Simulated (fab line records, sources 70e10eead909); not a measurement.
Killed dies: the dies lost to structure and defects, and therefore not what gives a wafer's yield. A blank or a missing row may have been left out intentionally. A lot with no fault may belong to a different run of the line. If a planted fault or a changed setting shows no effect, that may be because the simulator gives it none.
fab line records | flow nand-harc
[record] lots = 12 wafers = 36 last-day = 25
route steps=1159 shown A_SLIT@794 A_WL_FILL@811 END@1159
lots untouched by any fault: they come from a run of this same line in which no faults occurred
start-h: hours from the record's first day to the start of the lot's first wafer shown | wait-h: time in hours since the lot's previous step | " the same as in the row above | L1.1+2: a row that stands for several wafers | - no value present, or no start provided | * or withheld: withheld | < > ~ a bound
route shown NAME@n: a module of which the file shows steps, and the number in the route of the first | usual: the fault-free wafers' mean and standard deviation | same: alike in all rows | chamber/n: place in a boat | sites: each site's reading | _std_site: the standard deviation of these | _edge_site: the outer-site mean with the inner-site mean subtracted | radius-mm: for every site, how far away it sits from the centre of the wafer | mask NAME#n: copy n | behind: the most recent tool/chamber to have shaped the wafer | hold: why the lot was held/for how many hours/how that ended | device: the transistor (n, p or np) that didn't switch | end of line: tests run on the same wafers once the route is complete | step lacking rows: just its recipe | killed: count of dies lost to structure and defects at first sort (not the wafer's yield) | map: the dies of a wafer, with x for killed, . for not killed, _ for no die there
set.NAME: the setting as run; set.NAME@STEP: as run at that earlier step | model.NAME: the simulator's own value behind a step, which no gauge read
route steps across a sampled set of lots; one table per step, one row per wafer
services: a tool's chamber out of use, with start hour (start-h, from the record's first day; less than 0 if before it), hours out, and reason
[[steps]]
[step NHARC_A_SLIT_ETCH_24]
[recipe] target-depth-a = 1210 time-s = 60.5 cf4-flow-sccm = 100 chf3-flow-sccm = 30 ar-flow-sccm = 0 rf-w = 500 bias-w = 200 chemistry = CF4/CHF3
[usual] bias-w = 200.1/0.53 drypump-motor-current-A = 5.8/0.51 oes-product-au = 0.965/0.02 rf-vpp-V = 370.4/2.7 showerhead-plenum-p-Torr = 1.57/0.078 throttle-valve-pct = 16.801/0.0089
// columns lot.wafer tool chamber start-h wait-h bias-w drypump-motor-current-A oes-product-au rf-hours-counter-h rf-vpp-V showerhead-plenum-p-Torr throttle-valve-pct
L112.6 rie-diel-08 1 324.57 0.1 200.3 6.0 0.965 - 367.0 1.48 16.801
L112.4 " 3 " " 200.4 5.7 0.941 - 370.6 1.58 16.808
L112.5 " 0 " " 201.0 6.3 0.959 - 369.4 1.56 16.798
L111.2 rie-diel-01 1 327.82 0.1 200.5 4.8 0.980 0 373.4 1.67 16.811
L111.1 " 2 " " 200.0 6.0 0.967 0 368.3 1.50 16.802
L111.6 " 0 " " 200.2 6.0 0.982 - 367.3 1.48 16.777
L114.1 rie-diel-12 1 344.36 0.1 200.0 6.3 0.955 9 374.4 1.68 16.799
L114.6 " 3 " " 200.0 5.0 0.961 - 368.8 1.50 16.803
L114.5 " 0 " " 199.8 6.5 0.968 - 375.6 1.69 16.797
L115.2 rie-diel-12 3 347.15 0.1 199.7 4.9 0.946 11 368.0 1.50 16.804
L115.4 " 1 " " 200.0 6.3 0.936 9 373.8 1.67 16.805
L115.3 " 2 " " 200.8 5.8 0.948 10 374.6 1.69 16.791
L121.4 rie-diel-01 3 374.65 0.1 200.3 5.8 0.963 3 370.0 1.54 16.800
L121.2 " 0 " " 199.3 6.1 0.975 3 367.1 1.48 16.791
L121.6 " 1 " " 200.5 4.8 0.957 - 373.6 1.67 16.796
L120.4 rie-diel-08 1 375.27 0.4 199.9 6.0 0.950 6 369.1 1.47 16.812
L120.1 " 2 " " 200.1 5.4 0.943 5 370.3 1.52 16.801
L120.6 " 2 " " 200.5 5.4 0.936 - 369.4 1.52 16.795
L126.2 rie-diel-08 2 418.26 0.1 200.2 5.4 0.958 7 366.8 1.52 16.814
L126.1 " 0 " " 200.7 6.3 0.983 8 370.0 1.56 16.813
L126.5 " 1 " " 198.9 6.0 0.950 - 366.4 1.47 16.811
L128.2 rie-diel-01 0 419.52 0.1 200.0 6.0 0.968 6 367.6 1.48 16.794
L128.3 " 1 " " 200.0 4.9 0.961 7 373.8 1.66 16.806
L128.6 " 0 " " 200.9 6.0 0.971 - 367.1 1.48 16.796
L131.2 rie-diel-08 0 433.58 0.1 200.5 6.3 0.926 8 370.6 1.56 16.793
L131.1 " 2 " " 199.6 5.4 0.920 8 367.8 1.52 16.800
L131.6 " 2 " " 199.7 5.3 0.913 - 370.0 1.52 16.813
L132.3 rie-diel-12 0 434.17 0.1 199.9 6.5 0.960 5 375.0 1.68 16.796
L132.6 " 2 " " 199.4 5.8 0.982 - 374.3 1.69 16.820
L132.5 " 3 " " 199.8 5.0 0.967 - 369.4 1.50 16.793
L129.4 rie-diel-08 1 435.06 0.1 199.6 6.0 0.925 9 366.9 1.47 16.814
L129.1 " 2 " " 200.2 5.4 0.949 8 368.8 1.52 16.814
L129.3 " 3 " " 200.5 5.7 0.924 10 370.0 1.58 16.794
L134.2 rie-diel-01 2 464.46 0.1 200.8 6.0 0.990 9 369.6 1.50 16.801
L134.1 " 3 " " 199.5 5.8 1.009 10 368.2 1.53 16.808
L134.4 " 0 " " 199.6 6.1 0.975 10 366.2 1.48 16.807
[step NHARC_A_WL_FILL_ALD_02]
[recipe] target-thk-a = 20 pulse-time-s = 3 ald-cycles = 100 temp-c = 450 material = TiN
[usual] heater-power-w = 1080/88 precursor-pulse-height-rel = 1.000/0.02
// columns lot.wafer tool chamber start-h wait-h heater-power-w precursor-pulse-height-rel
L112.4 ald-metal-02 0 335.23 0.1 1115 1.027
L112.6 " 3 " " 1116 1.051
L112.5 " 0 " " 1145 1.016
L111.1 ald-metal-01 0 339.41 0.2 1005 0.997
L111.2 " 3 " " 1239 0.970
L111.6 " 1 " " 998 1.013
L114.1 ald-metal-02 1 356.35 0.2 1023 0.985
L114.5 " 0 " " 1130 0.999
L114.6 " 1 " " 1022 0.995
L115.2 ald-metal-02 1 359.95 0.2 1054 1.017
L115.4 " 2 " " 976 0.988
L115.3 " 3 " " 1106 0.959
L120.1 ald-metal-01 1 386.98 0.3 1005 0.994
L120.4 " 2 " " 1055 1.026
L120.6 " 3 " " 1253 0.983
L121.4 ald-metal-04 0 387.01 0.1 977 0.996
L121.2 " 1 " " 1173 0.980
L121.6 " 0 " " 1005 1.003
L126.1 ald-metal-02 1 428.26 0.3 1025 1.014
L126.2 " 2 " " 912 1.015
L126.5 " 3 " " 1162 0.987
L128.3 ald-metal-04 2 431.18 0.1 1091 0.985
L128.2 " 0 " " 1018 0.992
L128.6 " 0 " " 1017 0.976
L131.2 ald-metal-01 1 447.96 0.2 984 1.011
L131.1 " 0 " " 1072 0.965
L131.6 " 1 " " 1002 1.062
L129.3 ald-metal-04 3 451.25 0.1 1195 0.988
L129.4 " 1 " " 1179 1.020
L129.1 " 2 " " 1063 1.005
L132.3 ald-metal-02 0 451.26 0.1 1113 0.982
L132.5 " 0 " " 1103 0.986
L132.6 " 1 " " 1017 1.018
L134.2 ald-metal-02 2 480.04 0.2 904 1.052
L134.1 " 3 " " 1174 1.011
L134.4 " 0 " " 1095 1.017
[step NHARC_A_WL_FILL_ETCHBACK_04]
[recipe] target-depth-a = 600 time-s = 120 chemistry = NF3
[usual] drypump-motor-current-A = 5.8/0.54 oes-product-au = 1.000/0.0095 run-length-s = 141.1/0.39
// columns lot.wafer tool chamber start-h wait-h drypump-motor-current-A oes-product-au rf-hours-counter-h run-length-s
L112.4 rie-metal-03 1 339.01 1.5 5.7 1.004 - 140.7
L112.5 " 1 " " 5.7 1.004 - 140.7
L112.6 " 0 " " 5.1 1.010 - 141.4
L111.1 rie-metal-01 1 343.14 2.8 5.6 0.996 0.0 140.6
L111.2 " 0 " " 6.5 0.991 0.0 141.1
L111.6 " 1 " " 5.7 1.004 - 140.8
L114.1 rie-metal-03 0 364.43 2.4 5.1 1.010 2.3 141.2
L114.6 " 1 " " 5.8 0.994 - 140.8
L114.5 " 0 " " 5.1 0.999 - 141.5
L115.2 rie-metal-01 0 370.43 2.8 6.6 0.988 1.0 142.1
L115.4 " 0 " " 6.5 1.002 - 141.4
L115.3 " 1 " " 5.7 1.014 - 140.6
L120.1 rie-metal-01 0 399.59 2.4 6.5 1.007 1.5 141.7
L120.4 " 1 " " 5.6 1.012 - 140.5
L120.6 " 1 " " 5.7 1.020 - 101.3
L121.2 rie-metal-01 0 402.11 2.9 6.5 0.984 1.8 141.2
L121.4 " 1 " " 5.7 0.997 - 140.7
L121.6 " 0 " " 6.6 0.993 - 102.5
L126.1 rie-metal-03 0 437.48 2.4 5.1 1.010 4.0 141.1
L126.2 " 1 " " 5.7 1.003 4.0 140.6
L126.5 " 0 " " 5.1 1.007 - 141.6
L128.2 rie-metal-02 0 438.67 2.3 6.4 1.011 1.0 141.1
L128.3 " 0 " " 6.4 1.007 - 141.7
L128.6 " 1 " " 5.1 0.996 - 141.1
L131.1 rie-metal-02 0 451.72 2.4 6.3 0.987 1.7 141.1
L131.2 " 0 " " 6.4 0.988 - 141.1
L131.6 " 0 " " 6.3 0.992 - 142.0
L129.1 rie-metal-01 1 460.49 2.4 5.7 1.028 3.5 140.7
L129.3 " 1 " " 5.7 1.017 - 140.6
L129.4 " 0 " " 6.5 1.011 - 141.5
L132.3 rie-metal-03 0 463.41 2.0 5.1 0.991 - 141.2
L132.5 " 1 " " 5.7 1.006 - 141.1
L132.6 " 0 " " 5.1 0.991 - 141.6
L134.1 rie-metal-03 0 488.77 2.8 5.1 0.996 0.4 142.0
L134.2 " 1 " " 5.7 0.996 0.4 140.6
L134.4 " 0 " " 5.1 0.989 - 141.4
[step NHARC_A_WL_FILL_STRIP_27]
[recipe] power-w = 1500 temp-c = 250 time-s = 20 chemistry = N2/H2
[usual] drypump-motor-current-A = 5.6/0.37 heater-power-w = 313/13
// columns lot.wafer tool chamber start-h wait-h drypump-motor-current-A heater-power-w rf-hours-counter-h
L112.4 plasma-asher-02 0 339.65 0.3 5.1 294 -
L112.5 " 0 " " 5.1 291 -
L112.6 " 1 " " 6.2 311 -
L111.1 plasma-asher-01 1 343.51 0.1 5.4 327 19
L111.2 " 0 " " 5.7 293 19
L111.6 " 1 " " 5.4 320 -
L114.1 plasma-asher-01 0 367.00 2.4 5.7 301 32
L114.5 " 1 " " 5.5 323 -
L114.6 " 0 " " 5.7 303 -
L115.2 plasma-asher-01 1 370.81 0.1 5.4 333 33
L115.4 " 1 " " 5.4 324 -
L115.3 " 0 " " 5.7 297 -
L120.1 plasma-asher-02 1 399.96 0.2 6.2 325 9
L120.4 " 0 " " 5.1 301 -
L120.6 " 0 " " 5.1 296 -
L121.2 plasma-asher-01 0 402.48 0.1 5.7 297 41
L121.4 " 0 " " 5.7 306 -
L121.6 " 0 " " 5.7 301 -
L126.1 plasma-asher-01 0 437.86 0.1 5.7 297 52
L126.2 " 1 " " 5.5 333 52
L126.5 " 0 " " 5.7 296 -
L128.2 plasma-asher-01 1 439.06 0.1 5.5 325 52
L128.3 " 1 " " 5.4 315 -
L128.6 " 0 " " 5.7 295 -
L131.1 plasma-asher-02 1 452.46 0.3 6.2 321 27
L131.2 " 0 " " 5.1 303 27
L131.6 " 1 " " 6.2 329 -
L129.1 plasma-asher-02 1 460.87 0.1 6.2 327 33
L129.3 " 1 " " 6.2 325 -
L129.4 " 0 " " 5.1 307 -
L132.3 plasma-asher-02 0 463.94 0.3 5.1 308 -
L132.6 " 1 " " 6.2 318 -
L132.5 " 0 " " 5.2 312 -
L134.1 plasma-asher-01 0 489.15 0.1 5.7 297 4
L134.2 " 1 " " 5.5 335 4
L134.4 " 1 " " 5.5 338 -
[step NHARC_END_SORT_01]
[recipe] temp-c = 25
[usual] killed-at-array = 28/11 killed-at-other = 0.5/0.85 killed-at-periphery = 2.7/1.9 killed-dies = 32/12 killed-open = 3.3/1.6 killed-short = 2.1/1.5
[same] gross-dies = 677
// columns lot.wafer tool chamber start-h wait-h killed-at-array killed-at-other killed-at-periphery killed-dies killed-open killed-short
L120.1 prober-02 0 493.25 2.5 28 1 5 34 4 4
L120.4 prober-02 0 495.66 3.4 16 0 2 18 3 2
L120.6 prober-02 0 497.27 4.0 291 0 4 295 2 3
L121.2 prober-01 0 513.71 2.8 22 3 1 26 7 1
L121.4 prober-01 0 515.31 3.4 18 1 1 20 4 1
L121.6 prober-01 0 516.91 4.0 284 1 1 286 2 0
// killed by level:class
L120.1 A_CONTACT:chamber-film-flake=10 A_CHANNEL_HOLE_D1:chamber-film-flake=5 A_BONDPAD:chamber-film-flake=4 A_CHANNEL_FILL_D1:chamber-film-flake=2 P_STI:geometric-particle:open=1 P_M0:geometric-particle:short=1 A_SOURCE_PLATE:geometric-particle:open=1 A_SOURCE_PLATE:geometric-particle:short=1
L120.4 A_CONTACT:chamber-film-flake=3 A_SGD_CUT:geometric-particle:short=2 P_GATE:chamber-film-flake=2 A_STAIRCASE:chamber-film-flake=2 A_WL_FILL:chamber-film-flake=2 A_BONDPAD:chamber-film-flake=2 A_CHANNEL_FILL_D1:geometric-particle:open=1 A_WL_FILL:geometric-particle:open=1
L120.6 A_WL_FILL:area-etchback=267 A_CONTACT:chamber-film-flake=8 A_STAIRCASE:chamber-film-flake=4 A_BONDPAD:chamber-film-flake=3 P_GATE:chamber-film-flake=2 A_CHANNEL_HOLE_D1:chamber-film-flake=2 A_WL_FILL:chamber-film-flake=2 P_GATE:geometric-particle:short=1
L121.2 A_CONTACT:chamber-film-flake=11 THIN_TSV:chamber-film-flake=3 A_M0:geometric-particle:open=2 A_CHANNEL_FILL_D1:chamber-film-flake=2 P_CONTACT:geometric-particle:open=1 A_ONON_D1:geometric-particle:open=1 A_CHANNEL_FILL_D1:geometric-particle:open=1 A_SGD_CUT:geometric-particle:short=1
L121.4 A_CHANNEL_HOLE_D1:chamber-film-flake=4 A_CHANNEL_FILL_D1:chamber-film-flake=4 A_CONTACT:chamber-film-flake=4 P_GATE:geometric-particle:open=1 A_CHANNEL_FILL_D1:geometric-particle:short=1 A_SGD_CUT:geometric-particle:open=1 A_CONTACT:geometric-particle:open=1 A_M0:geometric-particle:open=1
L121.6 A_WL_FILL:area-etchback=268 A_CHANNEL_HOLE_D1:chamber-film-flake=4 A_CHANNEL_FILL_D1:chamber-film-flake=3 A_STAIRCASE:chamber-film-flake=3 A_CONTACT:chamber-film-flake=2 A_ONON_D1:geometric-particle:open=1 A_CHANNEL_FILL_D1:geometric-particle:open=1 THIN_TSV:chamber-film-flake=1
[[services]]
// columns tool chamber start-h hours kind
ald-metal-01 - 300.93 2.6 repair
rie-diel-08 - 301.81 9.0 pm
ald-metal-04 1 305.97 6.3 repair
rie-diel-01 - 314.85 9.0 pm
rie-diel-12 - 322.54 0.5 repair
rie-diel-08 2 323.80 4.1 repair
rie-diel-12 1 325.28 4.4 repair
rie-metal-01 - 332.00 9.0 pm
rie-diel-01 - 344.61 0.8 repair
plasma-asher-02 - 360.96 9.0 pm
ald-metal-02 - 364.00 10.0 pm
plasma-asher-02 - 373.73 1.6 repair
rie-diel-08 2 404.82 6.8 repair
rie-diel-01 2 417.81 4.4 repair
rie-diel-08 1 429.20 4.5 repair
plasma-asher-02 - 438.31 1.7 repair
rie-diel-08 2 448.00 11.9 repair
plasma-asher-01 - 453.20 9.0 pm
rie-metal-03 - 453.25 9.0 pm
rie-diel-08 0 460.50 2.8 repair
plasma-asher-01 - 462.38 14.2 repair
rie-metal-01 - 464.64 0.2 repair
rie-diel-08 2 468.44 9.8 repair
rie-diel-08 - 478.81 9.0 pm
[[key]]
[first-sign] step = NHARC_A_WL_FILL_ETCHBACK_04 reading = run-length-s direction = down sigmas = 99+ usual = * struck = *
[effect] step = NHARC_END_SORT_01 reading = killed-at-array direction = up sigmas = 23 usual = 28 struck = 288
[more-kills-born-at] NHARC_A_WL_FILL_ETCHBACK_04@rie-metal-01 = 535
met-at NHARC_A_WL_FILL_ETCHBACK_04
struck-lots L120,L121
struck-wafers L120.6,L121.6
tester-left-out L120,L121
not-acting-at NHARC_A_SLIT_ETCH_24,NHARC_A_WL_FILL_ALD_02,NHARC_A_WL_FILL_STRIP_27
onset-between 370.43 399.59
[fault] kind = process-parameter-drift tool = rie-metal-01 chamber = - onset-h = 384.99 steps = NHARC_A_WL_FILL_ETCHBACK_04 channel = time-s offset = * shape = step end-h = 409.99 scope = struck-wafers-only acts-in = * stated = *
// tester-left-out: of these lots the tester's yield and bins aren't shown, on N5 and GAA mostly nor the transistor test; their killed dies are dies lost to structure and defects alone, not to doping, threshold or leakage, so they don't give the yield
